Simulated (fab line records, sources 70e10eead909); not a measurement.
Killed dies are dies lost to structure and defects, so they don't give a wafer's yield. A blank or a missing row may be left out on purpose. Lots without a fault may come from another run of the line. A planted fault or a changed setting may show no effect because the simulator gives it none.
fab line records | flow nand_harc
record lots=7 wafers=21 last_day=33
route steps=1302 shown P_ZERO_WELL@37
lots that met no fault: from a run of the same line without faults
start_h: hours from the record's first day to the start of the lot's first wafer shown | wait_h: hours since the lot's step before | " the same as in the row above | L1.1+2: a row that stands for several wafers | - no value, or no start given | * or withheld: withheld | < > ~ a bound
route shown NAME@n: a module of which the file shows steps, and the number in the route of the first | usual: mean/standard deviation of fault-free wafers | same: alike in all rows | chamber/n: place in a boat | sites: the reading at each site | _std_site: their standard deviation | _edge_site: outer sites' mean less inner sites' | radius_mm: how far each site lies from the wafer's centre | mask NAME#n: copy n | behind: the tool/chamber that last shaped the wafer | hold: why the lot was held/for how many hours/how that ended | device: the transistor (n, p or np) that didn't switch | end of line: the same wafers' tests at the end of the route | a step without rows: its recipe alone | killed: dies lost to structure and defects at the first sort, not the wafer's yield | map: a wafer's dies, x killed, . not, _ none there
set.NAME: the setting as run; set.NAME@STEP: as run at that earlier step | model.NAME: the simulator's own value behind a step, which no gauge read
lots at some steps of the route; a table a step, a row a wafer
services: from which hour (start_h, from the record's first day; less than 0 if before it) a tool's chamber was out of use, for how many hours, and why
## steps
# step NHARC_P_ZERO_WELL_HMDS_30
# recipe time_s=30
# step NHARC_P_ZERO_WELL_COAT_31
# recipe spin_rpm=withheld
# step NHARC_P_ZERO_WELL_SOFTBAKE_32
# recipe temp_c=122 time_s=95
# step NHARC_P_ZERO_WELL_EBR_33
# step NHARC_P_ZERO_WELL_EXPOSE_34
# recipe na=0.6 target_cd_nm=720 dose_mj=22.31 mask_id=P_PWELL
# step NHARC_P_ZERO_WELL_PEB_35
# recipe peb_temp_c=118 peb_time_s=85
# step NHARC_P_ZERO_WELL_DEVELOP_36
# recipe time_s=70
# step NHARC_P_ZERO_WELL_CD_MEAS_37
# recipe target_cd_nm=720 landing_energy_ev=500
# usual cd_nm=720.0/1.7
# columns lot.wafer tool chamber start_h wait_h cd_nm
L408.4 cd_sem-02 0 54.17 - 718.3
L408.5 " 0 " " 719.9
L408.6 " 0 " " 718.1
L413.1 cd_sem-02 0 104.13 - 721.3
L413.3 " 0 " " 722.2
L413.6 " 0 " " 720.3
L418.1 cd_sem-03 0 154.26 - 717.7
L418.3 " 0 " " 719.5
L418.4 " 0 " " 718.7
L419.1 cd_sem-02 0 164.16 - 722.9
L419.2 " 0 " " 722.3
L419.4 " 0 " " 724.3
L420.1 cd_sem-03 0 176.97 - 720.2
L420.3 " 0 " " 719.7
L420.6 " 0 " " 721.4
L427.2 cd_sem-02 0 244.03 - 720.4
L427.3 " 0 " " 721.8
L427.5 " 0 " " 718.7
L428.1 cd_sem-03 0 253.98 - 720.3
L428.2 " 0 " " 719.0
L428.5 " 0 " " 721.5
# step NHARC_P_ZERO_WELL_HARDBAKE_38
# recipe temp_c=125 time_s=80
# step NHARC_P_ZERO_WELL_DESCUM_39
# recipe time_s=3 o2_flow_sccm=200 ar_flow_sccm=0 bias_power_w=0 chemistry=O2
# usual drypump_motor_current_A=5.6/0.42 oes_product_au=0.997/0.0086 rf_vpp_V=57.9/0.86 showerhead_plenum_p_Torr=1.94/0.074 throttle_valve_pct=11.312/0.0093
# columns lot.wafer tool chamber start_h wait_h drypump_motor_current_A oes_product_au rf_hours_counter_h rf_vpp_V showerhead_plenum_p_Torr throttle_valve_pct
L408.4 rie_diel-03 2 54.34 - 5.4 0.998 36 57.8 2.03 11.315
L408.5 " 0 " " 6.0 0.997 - 58.4 1.84 11.303
L408.6 " 1 " " 5.7 0.998 - 58.3 1.86 11.307
L413.3 rie_diel-09 3 104.30 - 5.6 0.994 37 58.4 1.99 11.307
L413.1 " 2 " " 5.2 1.003 37 57.4 1.88 11.301
L413.6 " 0 " " 5.2 1.002 - 57.8 1.91 11.302
L418.1 rie_diel-10 2 154.43 - 6.1 0.995 26 56.8 2.07 11.307
L418.3 " 1 " " 6.4 0.991 26 59.1 1.94 11.308
L418.4 " 1 " " 6.4 0.987 - 59.0 1.94 11.320
L419.2 rie_diel-09 2 164.32 - 5.2 1.000 1 55.7 1.88 11.313
L419.1 " 0 " " 5.2 1.015 2 57.2 1.90 11.296
L419.4 " 2 " " 5.2 1.002 - 59.1 1.88 11.291
L420.3 rie_diel-09 3 177.17 - 5.6 1.000 6 59.0 1.98 11.303
L420.1 " 0 " " 5.2 0.997 6 57.4 1.90 11.312
L420.6 " 2 " " 5.2 0.998 - 58.8 1.88 11.322
L427.2 rie_diel-03 0 244.21 - 5.9 1.009 43 58.4 1.82 11.314
L427.3 " 1 " " 5.7 0.999 45 57.8 1.84 11.305
L427.5 " 0 " " 6.0 1.009 - 57.4 1.82 11.305
L428.1 rie_diel-03 0 254.16 - 5.9 0.995 45 56.7 1.82 11.296
L428.2 " 2 " " 5.4 1.001 45 56.4 2.01 11.315
L428.5 " 0 " " 5.9 0.993 - 57.7 1.82 11.295
# step NHARC_P_ZERO_WELL_IMPLANT_40
# recipe energy_kev=300 dose_cm2=1e+13 tilt_deg=7
# step NHARC_P_ZERO_WELL_IMPLANT_59
# recipe energy_kev=120 dose_cm2=5e+12 tilt_deg=7
# step NHARC_P_ZERO_WELL_IMPLANT_60
# recipe energy_kev=30 dose_cm2=2e+12 tilt_deg=7
# usual beam_energy_keV=30.000/0.0093 beam_on_s=10.01/0.21 tilt_deg=7.004/0.021
# columns lot.wafer tool chamber start_h wait_h beam_energy_keV beam_on_s tilt_deg
L408.4 implanter-02 0 54.91 0.1 30.001 9.63 7.004
L408.5 " 0 " " 30.010 9.60 6.974
L408.6 " 0 " " 29.998 10.01 6.982
L413.1 implanter-01 0 104.83 0.1 30.008 9.57 7.009
L413.3 " 0 " " 29.994 9.84 7.034
L413.6 " 0 " " 30.012 9.81 6.991
L418.1 implanter-01 - 154.96 0.1 - - -
L418.3 " - " " - - -
L418.4 " - " " - - -
L419.1 implanter-02 - 164.85 0.2 - - -
L419.2 " - " " - - -
L419.4 " - " " - - -
L420.1 implanter-02 - 177.65 0.2 - - -
L420.3 " - " " - - -
L420.6 " - " " - - -
L427.2 implanter-01 0 244.75 0.1 29.994 9.78 6.992
L427.3 " 0 " " 29.971 10.18 7.001
L427.5 " 0 " " 29.993 10.07 6.972
L428.1 implanter-01 0 254.65 0.2 30.006 10.18 6.994
L428.2 " 0 " " 29.996 9.97 6.979
L428.5 " 0 " " 30.017 9.86 7.010
# step NHARC_P_ZERO_WELL_STRIP_41
# recipe time_s=840 temp_c=130 chemistry=SPM
## services
# columns tool chamber start_h hours kind
rie_diel-03 0 35.87 - clean
rie_diel-03 1 35.87 - clean
rie_diel-03 2 35.87 - clean
rie_diel-03 3 35.87 - clean
implanter-01 - 49.65 7.4 repair
rie_diel-09 0 51.08 - clean
rie_diel-09 1 51.08 - clean
rie_diel-09 2 51.08 - clean
rie_diel-09 3 51.08 - clean
rie_diel-10 - 65.54 9.0 pm
implanter-02 - 76.82 2.6 repair
implanter-01 - 102.40 0.5 repair
rie_diel-09 1 103.60 1.6 repair
rie_diel-03 - 105.37 9.0 pm
implanter-02 - 146.29 13.0 pm
rie_diel-09 - 147.79 1.0 repair
rie_diel-10 0 154.04 18.7 repair
rie_diel-03 2 162.43 8.3 repair
rie_diel-09 1 163.70 5.1 repair
rie_diel-10 2 169.91 4.2 repair
rie_diel-03 - 210.27 0.7 repair
rie_diel-10 3 214.92 5.4 repair
rie_diel-10 - 242.54 9.0 pm
rie_diel-09 - 246.98 0.6 repair
## key
first_sign step=NHARC_P_ZERO_WELL_IMPLANT_60 reading=tool_record direction=missing
effect none on later readings
met_at NHARC_P_ZERO_WELL_IMPLANT_60
struck_wafers L418.1,L418.3,L418.4,L419.1,L419.2,L419.4,L420.1,L420.3,L420.6
later_rows_left_out L418.1,L418.3,L418.4,L419.1,L419.2,L419.4,L420.1,L420.3,L420.6
sort_left_out L418.1,L418.3,L418.4,L419.1,L419.2,L419.4,L420.1,L420.3,L420.6
tester_left_out L418,L419,L420
onset_between 104.83 154.96
fault kind=skipped_step_whole tool=implanter-01,implanter-02 chamber=- onset_h=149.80 steps=NHARC_P_ZERO_WELL_IMPLANT_60 scope=struck_lots_only
# tester_left_out: of these lots the tester's yield and bins aren't shown, on N5 and GAA mostly nor the transistor test; their killed dies are dies lost to structure and defects alone, not to doping, threshold or leakage, so they don't give the yield
# sort_left_out: the simulated sort isn't trusted on such a fault, so these wafers' sort isn't shown, and their yield isn't known
# later_rows_left_out: the simulator's readings of these wafers behind a module that went badly wrong aren't trusted and aren't shown, but for the sort
